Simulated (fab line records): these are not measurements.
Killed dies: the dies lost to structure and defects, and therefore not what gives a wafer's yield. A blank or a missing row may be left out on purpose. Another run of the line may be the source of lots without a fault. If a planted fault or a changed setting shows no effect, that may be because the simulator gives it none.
Chamber matching || flow n5Finfet || cvdCo-02 running N5_BEOL_M4_CO_CAP_55: 3 sister chambers
The step material Co, precursor CCTBA/H2, target thk 2 nm, time 102.1 s. 3 wafers are shown with their chamber, then 7 later ones without.

WAFERS PAIRED WITH THEIR CHAMBERS
{"wafer": "L103.3", "chamber": 1, "heaterPowerW (W)": 256}
{"wafer": "L103.4", "chamber": 2, "heaterPowerW (W)": 209}
{"wafer": "L105.2", "chamber": 0, "heaterPowerW (W)": 219}

WAFERS WITHOUT THEIR CHAMBER
{"wafer": "L105.5", "heaterPowerW (W)": 224}
{"wafer": "L107.3", "heaterPowerW (W)": 261}
{"wafer": "L107.5", "heaterPowerW (W)": 221}
{"wafer": "L107.6", "heaterPowerW (W)": 225}
{"wafer": "L106.2", "heaterPowerW (W)": 263}
{"wafer": "L106.3", "heaterPowerW (W)": 221}
{"wafer": "L106.5", "heaterPowerW (W)": 227}

WHICH CHAMBER EACH ONE RAN IN
{"wafer": "L105.5", "from the rows above": "can't be placed: 0 or 2", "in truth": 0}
{"wafer": "L107.3", "from the rows above": 1, "in truth": 1}
{"wafer": "L107.5", "from the rows above": "can't be placed: 0 or 2", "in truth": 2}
{"wafer": "L107.6", "from the rows above": "can't be placed: 0 or 2", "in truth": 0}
{"wafer": "L106.2", "from the rows above": 1, "in truth": 1}
{"wafer": "L106.3", "from the rows above": "can't be placed: 0 or 2", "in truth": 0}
{"wafer": "L106.5", "from the rows above": "can't be placed: 0 or 2", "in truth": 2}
2 of 7 placed correctly. Unplaceable from these rows: 5, with the true chamber sitting among the candidates in 5. Number placed wrongly: 0.
How it was worked out, from the rows above alone: a wafer's distance from a chamber is the root of the sum, over the readings, of the square of ((its reading less the chamber's mean) divided by the reading's scatter). The wafer belongs to the nearest chamber; if the next one is less than 2 further off, it can't be placed. For every chamber, the mean is computed from those of its wafers that are shown. The scatter (one wafer shown for each chamber): square how far every hidden wafer sits from the nearest shown wafer, average those squares and take the square root.
